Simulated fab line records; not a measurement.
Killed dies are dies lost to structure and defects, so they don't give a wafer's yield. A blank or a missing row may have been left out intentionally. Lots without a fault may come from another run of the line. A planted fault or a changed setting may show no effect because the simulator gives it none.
fab line records | flow n5Finfet
[record] lots = 10 wafers = 28 lastDay = 18
route steps=1938 shown BEOL_M1@835 BEOL_M2@841 BEOL_M4@1111 PASSIVATION@1936
lots untouched by any fault: they come from a run of this same line in which no faults occurred
startH: hours from the record's opening day to when the first of the lot's shown wafers began | waitH: hours elapsed since this lot's preceding step | " same as the row above | L1.1+2: a row that stands for several wafers | - no value present, or no start provided | * or withheld: withheld | < > ~ a bound
route shown NAME@n: NAME is a module with steps in the file, n the number in the route of the first one | usual: average and standard deviation across the fault-free wafers | same: alike in all rows | chamber/n: place in a boat | sites: each site's reading | _std_site: standard deviation across them | _edge_site: outer sites' mean less inner sites' | radiusMm: for every site, how far away it sits from the centre of the wafer | mask NAME#n: copy n | behind: tool/chamber where the wafer was last shaped | hold: the reason the lot was held/the length of the hold in hours/how it ended | device: whichever transistor did not switch (one of n, p or np) | end of line: at the end of the route, the tests of the same wafers | where a step has no rows: the recipe by itself | killed: dies that structure and defects cost at the first sort, which is not the same as the wafer's yield | map: a wafer's dies, marking killed ones x, the rest . and places with no die _
set.NAME: setting as actually run; set.NAME@STEP: the setting as run at that earlier step | model.NAME: the simulator's own value behind a step, which no gauge read
steps of the route over a sample of lots; a table a step, a row a wafer
services: from which hour (startH, from the record's first day; less than 0 if before it) a tool's chamber was out of use, for how many hours, and why
[[steps]]
[step N5_BEOL_M1_PRE_CLEAN_60]
[recipe] gas = NH3/H2 timeS = 15 tempC = * rfPowerW = 300
[usual] heaterPowerW = 93/20
// columns lot.wafer tool chamber startH waitH heaterPowerW sinceWetCleanH
L574.1 cvdCo-01 0 128.77 0.0 68 670
L574.2 " 1 " " 110 1107
L574.3 " 2 " " 124 211
L578.2 cvdCo-02 0 162.47 0.1 72 922
L578.4 " 0 " " 71 -
L578.6 " 1 " " 88 -
L581.1 cvdCo-01 1 211.22 0.0 109 1190
L581.4 " 0 " " 70 -
L584.1 cvdCo-01 2 214.42 0.1 124 296
L584.2 " 1 " " 106 1193
L584.4 " 1 " " 110 -
L585.4 cvdCo-02 0 217.56 0.3 73 -
L585.5 " 1 " " 89 -
L585.6 " 2 " " 102 -
L593.2 cvdCo-02 1 247.36 0.0 92 111
L593.3 " 0 " " 73 1007
L593.4 " 0 " " 73 -
L594.1 cvdCo-01 2 251.03 0.0 129 333
L594.2 " 0 " " 71 792
L595.2 cvdCo-01 0 265.51 0.0 69 807
L595.5 " 2 " " 125 -
L595.6 " 0 " " 68 -
L596.2 cvdCo-01 2 272.94 0.0 125 355
L596.3 " 0 " " 70 814
L596.5 " 2 " " 124 -
L597.2 cvdCo-02 1 286.07 0.0 91 149
L597.3 " 0 " " 72 -
L597.5 " 0 " " 73 -
[step N5_BEOL_M1_DEP_57]
[recipe] material = SiCN targetThkA = 80 tempC = withheld precursor = 3MS/NH3 pressureTorr = 3 rfW = 202 timeS = 14
[usual] chamberPressureTorr = 2.999/0.0066 rfFwdPowerW = 199.2/0.72 showerheadPlenumPTorr = 3.664/0.014 throttleValvePct = 9.0/0.53
// columns lot.wafer tool chamber startH waitH chamberPressureTorr rfFwdPowerW showerheadPlenumPTorr sinceWetCleanH throttleValvePct
L574.1 pecvd-04 2 128.93 0.0 3.002 199.4 3.676 441 8.8
L574.2 " 0 " " 2.995 199.4 3.656 470 8.6
L574.3 " 0 " " 2.993 199.6 3.663 - 8.6
L578.2 pecvd-02 0 162.62 0.0 3.009 197.5 3.660 1048 9.1
L578.4 " 1 " " 3.003 199.3 3.670 - 9.1
L578.6 " 2 " " 2.998 199.9 3.669 - 8.9
L581.1 pecvd-04 1 211.38 0.0 2.998 198.6 3.677 2003 9.9
L581.4 " 1 " " 2.992 199.7 3.685 - 9.8
L584.1 pecvd-04 0 214.57 0.0 2.993 197.7 3.663 556 8.4
L584.2 " 1 " " 2.997 199.7 3.674 2006 10.0
L584.4 " 2 " " 3.004 198.4 3.682 - 8.7
L585.4 pecvd-01 1 217.73 0.0 2.990 198.8 3.633 - 9.7
L585.5 " 0 " " 3.004 199.7 3.668 - 8.7
L585.6 " 1 " " 2.997 199.3 3.634 - 9.7
L593.2 pecvd-01 1 247.52 0.0 3.002 198.8 3.634 1495 9.4
L593.3 " 2 " " 3.005 200.5 3.664 16 8.3
L593.4 " 0 " " 3.005 198.9 3.658 - 8.8
L594.1 pecvd-04 2 251.24 0.0 3.009 199.9 3.668 564 8.8
L594.2 " 0 " " 3.006 199.0 3.660 593 8.3
L595.2 pecvd-04 0 265.73 0.0 2.994 199.6 3.663 607 8.6
L595.5 " 1 " " 2.999 198.9 3.674 - 10.3
L595.6 " 2 " " 3.001 199.0 3.672 - 8.7
L596.2 pecvd-01 2 273.09 0.0 3.007 200.1 3.654 42 8.2
L596.3 " 0 " " 3.002 198.8 3.666 796 8.7
L596.5 " 0 " " 3.002 198.9 3.660 - 8.9
L597.2 pecvd-02 2 286.28 0.0 2.993 200.5 3.676 416 8.6
L597.3 " 0 " " 3.005 197.9 3.661 1171 9.3
L597.5 " 2 " " 3.000 199.7 3.676 - 8.6
[step N5_BEOL_M2_ILD_DEP_00]
[recipe] material = SiOC targetThkA = 790 tempC = 350 precursor = DEMS/O2 pressureTorr = 5 rfW = 500 timeS = 15.3
[usual] chamberPressureTorr = 5.001/0.011 heaterPowerOuterW = 270/49 heaterPowerW = 491/56 showerheadPlenumPTorr = 5.686/0.017 throttleValvePct = 11.8/0.53
// columns lot.wafer tool chamber startH waitH chamberPressureTorr heaterPowerOuterW heaterPowerW showerheadPlenumPTorr sinceWetCleanH throttleValvePct
L574.1 pecvd-01 0 129.08 0.0 4.994 216 438 5.701 652 11.3
L574.2 " 1 " " 5.016 195 410 5.670 1377 12.5
L574.3 " 2 " " 5.001 263 444 5.686 2102 11.6
L578.2 pecvd-01 0 162.75 0.0 4.980 222 441 5.689 685 11.5
L578.4 " 2 " " 5.001 285 478 5.687 - 11.6
L578.6 " 1 " " 5.005 233 472 5.670 - 12.7
L581.1 pecvd-01 0 211.51 0.0 5.010 180 396 5.690 734 11.3
L581.4 " 1 " " 4.989 242 464 5.666 - 12.5
L584.1 pecvd-02 0 214.70 0.0 - - - - - -
L584.2 " 1 " " - - - - - -
L584.4 " 1 " " - - - - - -
L585.4 pecvd-02 1 217.87 0.1 - - - - - -
L585.5 " 1 " " - - - - - -
L585.6 " 0 " " - - - - - -
L593.2 pecvd-03 2 247.65 0.0 5.000 244 496 5.702 198 11.0
L593.3 " 2 " " 5.007 255 486 5.698 - 10.9
L593.4 " 1 " " 5.002 280 476 5.672 - 12.3
L594.1 pecvd-02 0 251.37 0.0 4.984 269 534 5.674 1136 12.0
L594.2 " 1 " " 5.022 267 460 5.689 1861 11.9
L595.2 pecvd-03 2 265.86 0.0 4.998 210 443 5.716 216 11.2
L595.5 " 1 " " 4.989 310 503 5.656 - 12.0
L595.6 " 2 " " 5.024 211 433 5.704 - 10.8
L596.2 pecvd-02 1 273.22 0.0 4.995 337 559 5.699 1883 11.9
L596.3 " 2 " " 5.011 363 587 5.691 - 11.2
L596.5 " 1 " " 5.004 336 575 5.713 - 12.0
L597.2 pecvd-02 0 286.41 0.0 4.995 296 561 5.690 1172 11.9
L597.3 " 1 " " 5.027 285 493 5.702 1897 12.2
L597.5 " 1 " " 5.003 284 496 5.713 - 12.0
[step N5_BEOL_M2_PECVD_72]
[recipe] material = SiO2 targetThkA = 160 tempC = 400 precursor = TEOS/O2 pressureTorr = 5.5 rfW = 450 teosFlowSccm = 53.8 gas = O2 flowSccm = 3000 timeS = 18
[usual] heaterPowerW = 739/84 showerheadPlenumPTorr = 8.75/0.074 throttleValvePct = 22.0/0.97
// columns lot.wafer tool chamber startH waitH heaterPowerW showerheadPlenumPTorr sinceWetCleanH throttleValvePct
L574.1 pecvd-02 2 129.19 0.0 828 8.82 259 20.8
L574.2 " 0 " " 874 8.76 1014 22.6
L574.3 " 1 " " 674 8.81 1739 22.5
L578.2 pecvd-03 1 162.86 0.0 759 8.67 1592 22.1
L578.4 " 0 " " 711 8.67 - 22.2
L578.6 " 1 " " 734 8.65 - 22.2
L581.1 pecvd-02 0 211.63 0.0 826 8.78 1097 22.6
L581.4 " 0 " " 820 8.76 - 22.5
L584.1 pecvd-01 1 214.82 0.0 710 8.65 1462 23.6
L584.2 " 0 " " 704 8.77 737 21.4
L584.4 " 1 " " 701 8.64 - 23.8
L585.4 pecvd-01 1 217.99 0.1 581 8.64 - 23.5
L585.5 " 1 " " 589 8.63 - 23.6
L585.6 " 0 " " 611 8.77 - 21.5
L593.2 pecvd-02 0 247.77 0.0 783 8.76 1133 22.8
L593.3 " 1 " " 713 8.78 1858 22.4
L593.4 " 1 " " 706 8.80 - 22.5
L594.1 pecvd-03 1 251.49 0.0 805 8.66 1680 22.4
L594.2 " 2 " " 726 8.83 201 20.7
L595.2 pecvd-02 0 265.96 0.0 900 8.75 1151 22.7
L595.5 " 1 " " 764 8.79 - 22.4
L595.6 " 0 " " 898 8.77 - 22.7
L596.2 pecvd-01 0 273.34 0.0 637 8.77 796 21.6
L596.3 " 2 " " 688 8.76 42 20.5
L596.5 " 0 " " 634 8.74 - 21.5
L597.2 pecvd-01 0 286.51 0.0 696 8.75 809 21.5
L597.3 " 2 " " 618 8.78 55 20.6
L597.5 " 0 " " 713 8.75 - 21.4
[step N5_BEOL_M2_OCD_MEAS_38]
[usual] trenchDepthNm = 55.7/1.9
// columns lot.wafer tool chamber startH waitH trenchDepthNm
L574.1 ocd-01 - 141.17 - 56.2
L574.2 " - " " 58.1
L574.3 " - " " 58.1
L578.2 ocd-01 - 167.00 - 56.1
L578.4 " - " " 57.3
L578.6 " - " " 56.5
L581.1 ocd-02 - 216.46 - 54.7
L581.4 " - " " 57.2
L584.1 ocd-02 - 222.75 - -
L584.2 " - " " -
L584.4 " - " " -
L585.4 ocd-01 - 222.88 - -
L585.5 " - " " -
L585.6 " - " " -
L593.2 ocd-01 - 268.52 - 56.4
L593.3 " - " " 58.3
L593.4 " - " " 56.6
L594.1 ocd-01 - 269.01 - 57.7
L594.2 " - " " 57.7
L595.2 ocd-01 - 273.00 - 53.5
L595.5 " - " " 51.7
L595.6 " - " " 53.9
L596.2 ocd-01 - 279.61 - 57.3
L596.3 " - " " 54.2
L596.5 " - " " 57.5
L597.2 ocd-02 - 295.95 - 55.6
L597.3 " - " " 57.0
L597.5 " - " " 53.4
[step N5_BEOL_M4_RC_MEAS_101]
[usual] DIBL_N = 36.2/2.4 DIBL_P = 36.2/2.6 IOFF_N = 0.16/0.045 IOFF_P = 0.21/0.046 ION_N = 674/17 ION_P = 463/11 SS_N = 71.5/0.77 SS_P = 73.1/0.76 VT_N = 250/3.9 VT_P = -250/3.9
// columns lot.wafer tool chamber startH waitH DIBL_N[mV/V] DIBL_P[mV/V] IOFF_N[nA/um] IOFF_P[nA/um] ION_N[uA/um] ION_P[uA/um] SS_N[mV/dec] SS_P[mV/dec] VT_N[mV] VT_P[mV]
L574.1 prober-02 0 165.46 0.0 39.4 39.7 0.20 0.27 685 474 72.3 73.8 249 -244
L574.2 " 0 " " 37.9 38.3 0.16 0.24 692 480 71.5 72.9 249 -249
L574.3 " 0 " " 40.5 40.5 0.22 0.30 695 473 71.9 74.1 247 -245
L578.2 prober-01 0 185.97 0.2 37.8 36.7 0.15 0.17 669 445 72.4 73.7 253 -258
L578.4 " 0 " " 38.2 37.9 0.16 0.20 678 464 71.1 74.5 250 -256
L578.6 " 0 " " 36.8 35.4 0.12 0.16 644 438 72.1 73.0 257 -257
L593.2 prober-01 0 292.24 0.2 34.2 33.9 0.14 0.18 684 469 70.8 72.9 252 -252
L593.3 " 0 " " 37.1 35.9 0.18 0.22 680 471 71.7 73.4 252 -249
L593.4 " 0 " " 35.1 34.9 0.14 0.21 660 455 72.4 72.9 251 -246
L594.1 prober-02 0 294.34 0.0 37.1 36.7 0.18 0.21 680 467 72.7 73.1 248 -250
L594.2 " 0 " " 35.6 35.6 0.15 0.20 657 448 71.6 73.5 252 -252
L595.2 prober-01 0 300.46 0.2 34.8 33.8 0.12 0.17 681 468 71.7 72.6 251 -254
L595.5 " 0 " " 37.0 35.0 0.15 0.19 644 444 71.8 72.1 253 -253
L595.6 " 0 " " 40.3 41.5 0.24 0.32 707 482 72.2 73.8 243 -244
L596.2 prober-02 0 309.45 0.2 35.4 35.4 0.14 0.22 663 456 70.9 73.0 250 -248
L596.3 " 0 " " 33.3 32.2 0.10 0.17 647 452 70.8 72.6 258 -251
L596.5 " 0 " " 34.5 34.5 0.13 0.21 674 474 71.5 72.9 255 -250
L581.1 prober-01 0 311.19 0.0 33.7 33.3 0.11 0.15 652 452 70.0 72.7 253 -254
L581.4 " 0 " " 34.5 33.1 0.11 0.15 636 440 71.3 72.1 255 -256
L597.2 prober-01 0 319.56 0.9 33.8 34.0 0.13 0.21 661 458 71.6 72.5 253 -248
L597.3 " 0 " " 38.3 38.9 0.21 0.28 687 475 71.9 73.3 247 -245
L597.5 " 0 " " 32.8 33.3 0.12 0.19 688 477 72.0 71.6 253 -250
[step N5_PASSIVATION_PROBE_49]
[usual] defectLimitedYield = 91.2/1.4 killed_at_M0_to_M3 = 33/9.5 killed_at_M4_up = 13/4.7 killedAtContacts = 11/5.3 killedAtFrontEnd = 42/12 killedAtOther = 5/3.3 killedDies = 104/17 killedOnRim = 14/4 killedOpen = 67/12 killedShort = 33/7.7 sort_bin_5_function = 5.1/0.94 sort_bin_6_memory = 3.3/0.67 sort_bin_8_speed = 0.1/1.3 sortNPass = 1074/24 sortYieldPct = 91.1/2
[same] grossDies = 1180 killedAtBackSide = 0 sort_bin_4_leakage[%] = 0
// columns lot.wafer tool chamber startH waitH defectLimitedYield[%] killed_at_M0_to_M3 killed_at_M4_up killedAtContacts killedAtFrontEnd killedAtOther killedDies killedOnRim killedOpen killedShort sort_bin_5_function[%] sort_bin_6_memory[%] sort_bin_8_speed[%] sortNPass sortYieldPct[%]
L585.4 prober-02 - 357.10 0.2 0 1162 2 1 15 0 1180 152 23 12 70.3 3.8 0 0 0
L585.5 prober-02 - 357.15 0.2 0 1164 3 6 3 4 1180 152 16 8 72.6 2.6 0 0 0
L585.6 prober-02 - 357.20 0.3 0 1167 2 3 8 0 1180 152 14 5 72.3 3.1 0 0 0
L584.1 prober-01 - 371.56 0.0 0 1167 2 1 9 1 1180 152 7 10 70.7 3.8 0 0 0
L584.2 prober-01 - 371.61 0.1 0 1167 5 1 7 0 1180 152 13 5 73.5 3.5 0 0 0
L584.4 prober-01 - 371.71 0.2 0 1160 3 7 8 2 1180 152 20 6 74.6 2.7 0 0 0
L581.1 prober-01 - 423.76 0.0 91.9 47 9 9 24 7 96 13 59 36 4.8 2.9 0.1 1083 91.8
L581.4 prober-01 - 423.91 0.2 91.9 41 15 8 30 2 96 14 60 28 5.1 2.1 0.3 1080 91.5
// killed by level:class
L585.4 BEOL_M2:lostPattern=1139 BEOL_M2:areaDep=6 STI_FIN_REVEAL:geometricParticle:open=4 STARTING-WAFER:geometricParticle:open=4 BEOL_M0_SAQP:geometricParticle:short=3 BEOL_M0:geometricParticle:open=3 BEOL_M3:geometricParticle:open=3 FIN_SAQP:geometricParticle:open=2
L585.5 BEOL_M2:lostPattern=1149 BEOL_M2:areaDep=6 MOL_CONTACT_COAG:geometricParticle:open=4 BEOL_M0_SAQP:geometricParticle:open=4 STI_FIN_REVEAL:geometricParticle:open=2 MOL_CONTACT_COAG:geometricParticle:short=2 BEOL_M1:geometricParticle:open=2 STI_FIN_REVEAL:geometricParticle:short=1
L585.6 BEOL_M2:lostPattern=1160 STI_FIN_REVEAL:geometricParticle:open=4 FIN_SAQP:geometricParticle:open=2 MOL_CONTACT_COAG:geometricParticle:open=2 BEOL_M0_SAQP:geometricParticle:short=2 BEOL_M2:geometricParticle:open=2 MOL_CONTACT_COAG:geometricParticle:short=1 ILD0:geometricParticle:short=1
L584.1 BEOL_M2:lostPattern=1155 BEOL_M2:areaDep=6 FIN_SAQP:geometricParticle:open=5 BEOL_M0_SAQP:geometricParticle:short=3 STARTING-WAFER:geometricParticle:short=2 BEOL_M15:coatMicrobubblePrinted=2 ILD0:geometricParticle:short=1 BEOL_M0:geometricParticle:short=1
L584.2 BEOL_M2:lostPattern=1160 FIN_SAQP:geometricParticle:open=2 STARTING-WAFER:geometricParticle:open=2 FIN_SAQP:geometricParticle:short=2 BEOL_M0_SAQP:geometricParticle:open=2 BEOL_M4:geometricParticle:short=2 MOL_CONTACT_COAG:geometricParticle:open=1 BEOL_M0_SAQP:geometricParticle:short=1
L584.4 BEOL_M2:lostPattern=1148 MOL_CONTACT_COAG:geometricParticle:open=6 BEOL_M2:areaDep=6 FIN_SAQP:geometricParticle:open=3 STI_FIN_REVEAL:geometricParticle:open=3 BEOL_M4:geometricParticle:open=2 BEOL_M0_SAQP:geometricParticle:short=2 BEOL_M3:geometricParticle:open=2
L581.1 BEOL_M2:geometricParticle:open=13 BEOL_M0_SAQP:geometricParticle:short=10 MOL_CONTACT_COAG:geometricParticle:open=8 DUMMY_GATE:geometricParticle:open=7 BEOL_M0_SAQP:geometricParticle:open=7 BEOL_M1:geometricParticle:open=5 BEOL_M4:geometricParticle:open=5 FIN_SAQP:geometricParticle:short=4
L581.4 BEOL_M0_SAQP:geometricParticle:open=11 BEOL_M4:geometricParticle:open=10 BEOL_M1:geometricParticle:open=8 BEOL_M2:geometricParticle:open=8 HKMG_FIN:areaEtch=8 FIN_SAQP:geometricParticle:short=6 BEOL_M0_SAQP:geometricParticle:short=5 MOL_CONTACT_COAG:geometricParticle:short=5
[[services]]
// columns tool chamber startH hours kind
pecvd-02 0 107.86 6.9 repair
cvdCo-02 - 108.11 0.9 repair
pecvd-04 - 120.19 2.8 pm
pecvd-04 - 123.57 4.8 repair
cvdCo-01 0 144.42 9.9 repair
cvdCo-01 - 163.59 6.0 pm
pecvd-01 0 166.85 2.1 scheduledDown
pecvd-04 1 173.69 4.9 repair
pecvd-04 - 177.58 2.6 repair
pecvd-02 2 185.99 5.5 scheduledDown
pecvd-01 1 190.04 5.0 scheduledDown
pecvd-02 2 196.13 23.6 repair
pecvd-01 2 202.38 - clean
pecvd-01 2 202.38 - consumableReplace:showerhead
cvdCo-01 - 232.54 6.9 pm
cvdCo-01 2 245.96 4.6 repair
cvdCo-01 1 249.75 18.6 repair
pecvd-02 2 250.05 17.9 repair
pecvd-03 - 258.91 2.8 pm
pecvd-02 0 271.09 5.5 scheduledDown
pecvd-01 - 278.28 2.8 pm
cvdCo-02 2 278.33 24.8 repair
cvdCo-02 - 283.05 0.7 repair
pecvd-03 - 284.92 28.1 pm
[[key]]
[firstSign] step = N5_BEOL_M2_ILD_DEP_00 reading = toolRecord direction = missing
[effect] step = N5_BEOL_M2_OCD_MEAS_38 reading = trenchDepthNm direction = missing
[effect] step = N5_PASSIVATION_PROBE_49 reading = killed_at_M0_to_M3 direction = up sigmas = 99+ usual = 33 struck = 1164
metAt N5_BEOL_M2_ILD_DEP_00
struckLots L584,L585
laterRowsLeftOut L584.1,L584.2,L584.4,L585.4,L585.5,L585.6
notActingAt N5_BEOL_M1_PRE_CLEAN_60,N5_BEOL_M1_DEP_57,N5_BEOL_M2_PECVD_72
[fault] kind = skippedStepWhole tool = pecvd-02 chamber = - onsetH = 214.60 steps = N5_BEOL_M2_ILD_DEP_00 scope = struckLotsOnly
// laterRowsLeftOut: the simulator's readings of these wafers behind a module that went badly wrong aren't trusted and aren't shown, but for the sort
